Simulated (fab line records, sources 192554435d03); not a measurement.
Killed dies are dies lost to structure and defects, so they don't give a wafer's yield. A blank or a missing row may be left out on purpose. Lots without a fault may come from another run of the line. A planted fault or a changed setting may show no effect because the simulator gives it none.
Split-lot experiment | flow n5_finfet | 7 lots, 21 wafers read, on a route of 1938 steps

THE SPLIT
At N5_BEOL_M3_EXPOSE_25 (exposes mask V2, defocus 5 nm), the setting dose_mj was moved away from the recipe's 63 on 5 of the 21 wafers read, by -2.9% to +5.1%. The other wafers ran this setting at the recipe's value.

FROM THE SPLIT TO THE READING: what the file shows between them, 2 steps
- N5_BEOL_M3_PEB_26: peb time 60 s
- N5_BEOL_M3_DEVELOP_27: develop time 30 s

THE READING
cd_nm, in nm, at N5_BEOL_M3_CD_MEAS_28 (target cd 25.7 nm, target cd y 23.3 nm). Fault-free wafers of this fab line usually give 25.68 nm, standard deviation 0.2 nm.

wafer  | tool, chamber at the split | dose_mj as run | against the recipe | cd_nm, nm | against lot-mates on the recipe
L078.2 | euv_scanner-02, 0          | 63             | recipe             | 25.87     | -
L078.3 | euv_scanner-02, 0          | 63             | recipe             | 25.79     | -
L078.5 | euv_scanner-02, 0          | 63             | recipe             | 25.69     | -
L081.1 | euv_scanner-01, 0          | 61.16          | -2.9%              | 25.23     | -0.53
L081.2 | euv_scanner-01, 0          | 63             | recipe             | 25.76     | -
L081.4 | euv_scanner-01, 0          | 61.16          | -2.9%              | 25.11     | -0.65
L084.1 | euv_scanner-02, 0          | 63             | recipe             | 25.61     | -
L084.3 | euv_scanner-02, 0          | 63             | recipe             | 25.74     | -
L084.6 | euv_scanner-02, 0          | 63             | recipe             | 25.93     | -
L087.1 | euv_scanner-01, 0          | 63             | recipe             | 25.44     | -
L087.3 | euv_scanner-01, 0          | 63             | recipe             | 25.86     | -
L087.4 | euv_scanner-01, 0          | 63             | recipe             | 25.50     | -
L090.1 | euv_scanner-01, 0          | 63             | recipe             | 25.48     | -
L090.3 | euv_scanner-01, 0          | 61.27          | -2.7%              | 25.07     | -0.41
L090.5 | euv_scanner-01, 0          | 61.27          | -2.7%              | 25.00     | -0.48
L089.1 | euv_scanner-01, 0          | 63             | recipe             | 26.13     | -
L089.2 | euv_scanner-01, 0          | 63             | recipe             | 25.77     | -
L089.3 | euv_scanner-01, 0          | 63             | recipe             | 25.53     | -
L094.3 | euv_scanner-01, 0          | 66.24          | +5.1%              | 26.48     | +1.01
L094.5 | euv_scanner-01, 0          | 63             | recipe             | 25.42     | -
L094.6 | euv_scanner-01, 0          | 63             | recipe             | 25.52     | -

THE FIT
A straight line over all 21 wafers: cd_nm changes by +0.18 nm for each +1% of dose_mj; r = +0.85; the points scatter about the line by 0.19 nm.
The same after taking each lot's own level away (the mean of its wafers on the recipe; 21 wafers): +0.19 nm for each +1%; r = +0.92; scatter 0.14 nm.
On that fit, the largest move of dose_mj shifts the reading by 0.98 nm.
The lots' own levels span 25.470 to 25.810 nm, that is 1.7 times the standard deviation above.
So the lot-to-lot level changes the slope little: the two slopes agree.
Check: with one of the wafers moved furthest among these (+5.1%) left out of the fit, the line predicts +0.944 nm for it against its lot-mates. It came out at +1.01 nm against them.

OTHER SPLITS ON THESE WAFERS
These wafers also went through other splits before the reading. Each is held against what the fit with the lots' levels taken away leaves over:
other split on the same wafers   | wafers away from the commonest value | r with cd_nm (lot level and that fit taken away)
N5_BEOL_M0_SAQP_DESCUM_45 time_s | 11                                   | -0.26

THE FILE'S OWN FIT
cd_nm changes by +0.192 nm for each +1% of dose_mj, r = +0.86.
